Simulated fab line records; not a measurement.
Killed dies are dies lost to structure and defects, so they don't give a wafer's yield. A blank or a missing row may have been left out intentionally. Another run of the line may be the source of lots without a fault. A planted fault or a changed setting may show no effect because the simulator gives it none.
fab line records	flow n5_finfet
[record] lots = 7	wafers = 39
route steps=1938 shown BEOL_M15@1809 PASSIVATION@1915
start_h: the number of hours between the record's first day and the start of the first shown wafer of the lot	wait_h: how many hours have passed since the lot's step before this one	" repeats the value in the row above	L1.1+2: a single row standing in for several wafers	- no value present, or no start provided	* or withheld: withheld	< > ~ a bound
route shown NAME@n: names a module that has steps shown in the file, with the first one's number in the route	usual: the fault-free wafers' mean and standard deviation	same: alike in all rows	chamber/n: place in a boat	sites: each site's reading	_std_site: standard deviation across them	_edge_site: inner sites' mean taken away from outer sites' mean	radius_mm: how far each site lies from the wafer's centre	mask NAME#n: copy n	behind: the tool/chamber that last shaped the wafer	hold: why the lot went on hold/how many hours it stayed there/how the hold came to an end	device: transistor that didn't switch, given as n, p or np	end of line: at the end of the route, the tests of the same wafers	for a step that has no rows: nothing shown but its recipe	killed: the dies lost at the first sort to structure and to defects; this is not the yield of the wafer	map: the dies of a wafer, with x for killed, . for not killed, _ for no die there
set.NAME: the setting that was run; set.NAME@STEP: the one run at that earlier step	model.NAME: the simulator's own value behind a step, which no gauge read
lots with deliberately changed settings; one table per step, one row per wafer
[[steps]]
[step N5_BEOL_M15_TRENCH_ETCH_34]
[recipe] chemistry = C4F8/O2/Ar	target = SiO2	target_depth_a = 8729.3	he_inner_torr = 15	he_outer_torr = 30	time_s = 199	ion_energy_ev = 800	pressure_mtorr = 20	source_w = 1905	bias_w = 2040	Ar_flow_sccm = 400	C4F8_flow_sccm = 16	O2_flow_sccm = 12
lot.wafer	tool	chamber	start_h	wait_h	set.time_s	model.etch.depth_nm	model.coat_of_BEOL_M15_COAT_22.thk_nm
L074.1	rie_diel-03	3	268.46	0.0	312.5	1399	439.8
L074.2	"	0	"	"	199	835.7	553.8
L074.3	"	2	"	"	199	861.2	542.8
L074.4	"	1	"	"	312.5	1365	443
L074.5	"	2	"	"	199	862.4	541.2
L074.6	"	1	"	"	312.5	1364	444.4
L079.3	rie_diel-03	0	300.41	0.0	199	848.5	548.8
L079.5	"	0	"	"	199	843.9	549
L079.6	"	3	"	"	199	897.4	539.4
L082.1	rie_diel-06	1	301.89	0.0	199	892.8	539.6
L082.2	"	0	"	"	135.8	608	595.2
L082.3	"	2	"	"	199	869.9	542
L082.4	"	3	"	"	135.8	584.9	604
L082.5	"	3	"	"	199	861	546.8
L082.6	"	2	"	"	135.8	594.5	597
L085.1	rie_diel-03	1	318.77	0.0	133	581.7	603.4
L085.2	"	0	"	"	133	568.7	606.6
L085.3	"	2	"	"	199	876.1	541.2
L085.4	"	2	"	"	133	589.7	597
L085.5	"	1	"	"	199	873.7	545
L085.6	"	0	"	"	199	858.4	546
L084.1	rie_diel-03	3	324.43	0.0	199	897.7	544.6
L084.2	"	2	"	"	290.2	1273	463
L084.3	"	0	"	"	290.2	1241	474.8
L084.4	"	1	"	"	290.2	1274	467.4
L084.5	"	0	"	"	199	848.7	554
L084.6	"	3	"	"	199	893.3	542.2
L089.1	rie_diel-06	3	347.99	0.0	199	872.1	545
L089.2	"	1	"	"	199	907.9	535.6
L089.3	"	2	"	"	199	873.9	540.6
L089.4	"	0	"	"	199	899.9	535.4
L089.5	"	3	"	"	199	867.7	541.2
L089.6	"	0	"	"	199	898.5	537
L094.1	rie_diel-03	1	392.15	0.0	161.5	702.5	579
L094.2	"	3	"	"	199	888.8	544.8
L094.3	"	0	"	"	199	861.3	546.2
L094.4	"	2	"	"	161.5	704.2	575.2
L094.5	"	0	"	"	199	859.1	546.6
L094.6	"	3	"	"	161.5	715.8	578.2
[step N5_BEOL_M15_STRIP_36]
[recipe] chemistry = O2	power_w = 600	temp_c = 60	pressure_mtorr = 30	rf_frequency_hz = 6e+07	bias_power_w = 0	overash_fraction = 0.3	o2_flow_sccm = 225
[step N5_BEOL_M15_ECD_47]
[recipe] material = Cu	target_thk_a = 18600
[step N5_BEOL_M15_ANNEAL_48]
[recipe] temp_c = 225	time_s = 90	ambient = N2
[step N5_BEOL_M15_CMP_49]
[recipe] stop_on = SiO2	t_overpolish_s = 4.9	down_force_psi = 2	platen_rpm = 80	clearing_platen_down_force_psi = 2	clearing_platen_rpm = 80	post_cmp_clean = cu_alkaline	target_thk_nm = 850	clearing_platen_pad_velocity_m_s = 1.5917	pad_velocity_m_s = 1.5917
lot.wafer	tool	chamber	start_h	wait_h	set.time_s@BEOL_M15_TRENCH_ETCH_34	model.Cu_of_BEOL_M15_ECD_47.thk_nm
L074.4	cmp-01	1	274.63	0.1	312.5	1343
L074.3	"	2	"	"	199	838.6
L074.2	"	3	"	"	199	813
L074.1	"	0	"	"	312.5	1377
L074.5	"	1	"	"	199	839.4
L074.6	"	2	"	"	312.5	1341
L079.3	cmp-04	2	302.69	0.2	199	824.8
L079.6	"	0	"	"	199	873.2
L079.5	"	1	"	"	199	820.4
L082.3	cmp-04	2	303.56	0.2	199	847.6
L082.4	"	3	"	"	135.8	563.4
L082.1	"	0	"	"	199	870.4
L082.2	"	1	"	"	135.8	586.6
L082.6	"	2	"	"	135.8	572
L082.5	"	3	"	"	199	838.4
L085.3	cmp-03	2	320.99	0.2	199	853.6
L085.1	"	3	"	"	133	560.6
L085.4	"	0	"	"	133	566.4
L085.2	"	1	"	"	133	546.2
L085.6	"	2	"	"	199	835
L085.5	"	3	"	"	199	852.4
L084.4	cmp-04	0	326.39	0.1	290.2	1251
L084.2	"	1	"	"	290.2	1252
L084.3	"	2	"	"	290.2	1220
L084.1	"	3	"	"	199	876
L084.5	"	0	"	"	199	826.8
L084.6	"	1	"	"	199	870.8
L089.3	cmp-04	0	353.69	0.3	199	851
L089.1	"	1	"	"	199	848
L089.4+6	"	2,1	"	"	199	876
L089.2	"	3	"	"	199	884
L089.5	"	0	"	"	199	843.8
L094.3	cmp-01	2	395.46	0.2	199	838.8
L094.4	"	3	"	"	161.5	681
L094.2	"	0	"	"	199	866
L094.1	"	1	"	"	161.5	680.2
L094.6	"	2	"	"	161.5	692.6
L094.5	"	3	"	"	199	836
[step N5_BEOL_M15_THK_MEAS_50]
[recipe] thk_meas_gauge = xrf	reads = Cu_of_BEOL_M15_ECD_47
[usual] M15_THK = 867/18
lot.wafer	tool	chamber	start_h	wait_h	set.time_s@BEOL_M15_TRENCH_ETCH_34	M15_THK[nm]
L074.1	film_metro-01	-	274.93	-	312.5	1403
L074.2	"	-	"	"	199	829
L074.3	"	-	"	"	199	850
L074.4	"	-	"	"	312.5	1360
L074.5	"	-	"	"	199	850
L074.6	"	-	"	"	312.5	1370
L079.3	film_metro-01	-	302.91	-	199	842
L079.5	"	-	"	"	199	841
L079.6	"	-	"	"	199	890
L082.1	film_metro-02	-	303.86	-	199	882
L082.2	"	-	"	"	135.8	594
L082.3	"	-	"	"	199	862
L082.4	"	-	"	"	135.8	570
L082.5	"	-	"	"	199	849
L082.6	"	-	"	"	135.8	577
L085.1	film_metro-01	-	321.28	-	133	573
L085.2	"	-	"	"	133	560
L085.3	"	-	"	"	199	874
L085.4	"	-	"	"	133	575
L085.5	"	-	"	"	199	871
L085.6	"	-	"	"	199	857
L084.1	film_metro-01	-	326.68	-	199	887
L084.2	"	-	"	"	290.2	1274
L084.3	"	-	"	"	290.2	1245
L084.4	"	-	"	"	290.2	1277
L084.5	"	-	"	"	199	841
L084.6	"	-	"	"	199	885
L089.1	film_metro-02	-	353.99	-	199	858
L089.2	"	-	"	"	199	897
L089.3	"	-	"	"	199	865
L089.4	"	-	"	"	199	887
L089.5	"	-	"	"	199	854
L089.6	"	-	"	"	199	889
L094.1	film_metro-01	-	395.76	-	161.5	688
L094.2	"	-	"	"	199	872
L094.3	"	-	"	"	199	849
L094.4	"	-	"	"	161.5	685
L094.5	"	-	"	"	199	845
L094.6	"	-	"	"	161.5	695
[step N5_BEOL_M15_PRE_CLEAN_52]
[recipe] gas = NH3	time_s = 15	temp_c = withheld	rf_power_w = 300
[step N5_BEOL_M15_DEP_53]
[recipe] material = SiCN	target_thk_a = 500	temp_c = withheld	precursor = 3MS/NH3	pressure_torr = 3	rf_w = 675	time_s = 17.8
[step N5_BEOL_M15_RS_MEAS_54]
[recipe] thk_meas_gauge = four-point-probe	reads = Cu_of_BEOL_M15_ECD_47+Ta_of_BEOL_M15_SPUTTER_44+TaN_of_BEOL_M15_SPUTTER_43
[usual] M15_RS = 0.0215/0.00043
lot.wafer	tool	chamber	start_h	wait_h	set.time_s@BEOL_M15_TRENCH_ETCH_34	M15_RS[ohm/sq]
L074.1	film_metro-01	-	275.06	0.0	312.5	0.0132
L074.2	"	-	"	"	199	0.0226
L074.3	"	-	"	"	199	0.0218
L074.4	"	-	"	"	312.5	0.0135
L074.5	"	-	"	"	199	0.0218
L074.6	"	-	"	"	312.5	0.0136
L079.3	film_metro-02	-	303.04	0.1	199	0.0223
L079.5	"	-	"	"	199	0.0223
L079.6	"	-	"	"	199	0.0210
L082.1	film_metro-02	-	303.98	0.0	199	0.0211
L082.2	"	-	"	"	135.8	0.0315
L082.3	"	-	"	"	199	0.0217
L082.4	"	-	"	"	135.8	0.0329
L082.5	"	-	"	"	199	0.0219
L082.6	"	-	"	"	135.8	0.0323
L085.1	film_metro-01	-	321.41	0.0	133	0.0329
L085.2	"	-	"	"	133	0.0337
L085.3	"	-	"	"	199	0.0214
L085.4	"	-	"	"	133	0.0326
L085.5	"	-	"	"	199	0.0215
L085.6	"	-	"	"	199	0.0219
L084.1	film_metro-02	-	326.81	0.0	199	0.0209
L084.2	"	-	"	"	290.2	0.0145
L084.3	"	-	"	"	290.2	0.0150
L084.4	"	-	"	"	290.2	0.0146
L084.5	"	-	"	"	199	0.0222
L084.6	"	-	"	"	199	0.0210
L089.1	film_metro-01	-	354.11	0.0	199	0.0216
L089.2	"	-	"	"	199	0.0207
L089.3	"	-	"	"	199	0.0216
L089.4	"	-	"	"	199	0.0209
L089.5	"	-	"	"	199	0.0217
L089.6	"	-	"	"	199	0.0209
L094.1	film_metro-02	-	395.88	0.0	161.5	0.0271
L094.2	"	-	"	"	199	0.0212
L094.3	"	-	"	"	199	0.0219
L094.4	"	-	"	"	161.5	0.0270
L094.5	"	-	"	"	199	0.0219
L094.6	"	-	"	"	161.5	0.0265
[step N5_PASSIVATION_PECVD_53]
[recipe] material = SiO2	target_thk_a = 8000	temp_c = 400	precursor = TEOS/O2	pressure_torr = 6.5	rf_w = withheld	teos_flow_sccm = withheld	gas = O2	flow_sccm = 2650	time_s = 169.4
lot.wafer	tool	chamber	start_h	wait_h	set.time_s	model.SiO2_of_PASSIVATION_PECVD_53.thk_nm
L074.1	pecvd-03	0	286.16	0.0	91.6	441
L074.2	"	2	"	"	169.4	803.2
L074.3	"	1	"	"	91.6	429
L074.4	"	2	"	"	169.4	811.4
L074.5	"	1	"	"	91.6	432.2
L074.6	"	0	"	"	169.4	821.8
L079.3	pecvd-04	0	316.33	0.0	169.4	784.4
L079.5	"	2	"	"	169.4	804.8
L079.6	"	1	"	"	169.4	811
L082.1	pecvd-03	1	317.74	0.0	169.4	780.4
L082.2	"	2	"	"	169.4	801
L082.3	"	0	"	"	169.4	811.6
L082.4	"	0	"	"	169.4	809.6
L082.5	"	1	"	"	169.4	809.2
L082.6	"	2	"	"	169.4	824
L085.1	pecvd-04	0	333.65	0.0	109.7	507.4
L085.2	"	2	"	"	169.4	793.6
L085.3	"	1	"	"	109.7	526
L085.4	"	1	"	"	109.7	526.6
L085.5	"	2	"	"	169.4	807.2
L085.6	"	0	"	"	169.4	798.2
L084.1	pecvd-04	1	337.51	0.0	206.2	968.8
L084.2	"	0	"	"	169.4	773.6
L084.3	"	2	"	"	169.4	795
L084.4	"	2	"	"	206.2	980.2
L084.5	"	0	"	"	206.2	963.4
L084.6	"	1	"	"	169.4	805
L089.1	pecvd-04	2	363.21	0.0	169.4	790.4
L089.2	"	0	"	"	115.5	533.2
L089.3	"	1	"	"	115.5	550.4
L089.4	"	2	"	"	115.5	553.4
L089.5	"	0	"	"	169.4	791.2
L089.6	"	1	"	"	169.4	807.2
L094.1	pecvd-03	2	405.65	0.0	95.32	470
L094.2	"	0	"	"	95.32	460
L094.3	"	2	"	"	169.4	813.2
L094.4	"	0	"	"	95.32	467.8
L094.5	"	0	"	"	169.4	820.8
L094.6	"	2	"	"	169.4	825.6
[[key]]
[split] step = N5_BEOL_M15_TRENCH_ETCH_34	setting = time_s	stated = 199	by = wafer
[response] step = N5_BEOL_M15_TRENCH_ETCH_34	reading = model.etch.depth_nm	change = +8.81	per = 1%	r = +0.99
[response] step = N5_BEOL_M15_TRENCH_ETCH_34	reading = model.coat_of_BEOL_M15_COAT_22.thk_nm	change = -1.77	per = 1%	r = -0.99
[response] step = N5_BEOL_M15_CMP_49	reading = model.Cu_of_BEOL_M15_ECD_47.thk_nm	change = +8.81	per = 1%	r = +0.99
[response] step = N5_BEOL_M15_THK_MEAS_50	reading = M15_THK	change = +9.03	per = 1%	r = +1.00
[response] step = N5_BEOL_M15_RS_MEAS_54	reading = M15_RS	change = -0.000207	per = 1%	r = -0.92
[split] step = N5_PASSIVATION_PECVD_53	setting = time_s	stated = 169.4	by = wafer
[response] step = N5_PASSIVATION_PECVD_53	reading = model.SiO2_of_PASSIVATION_PECVD_53.thk_nm	change = +8.09	per = 1%	r = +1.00
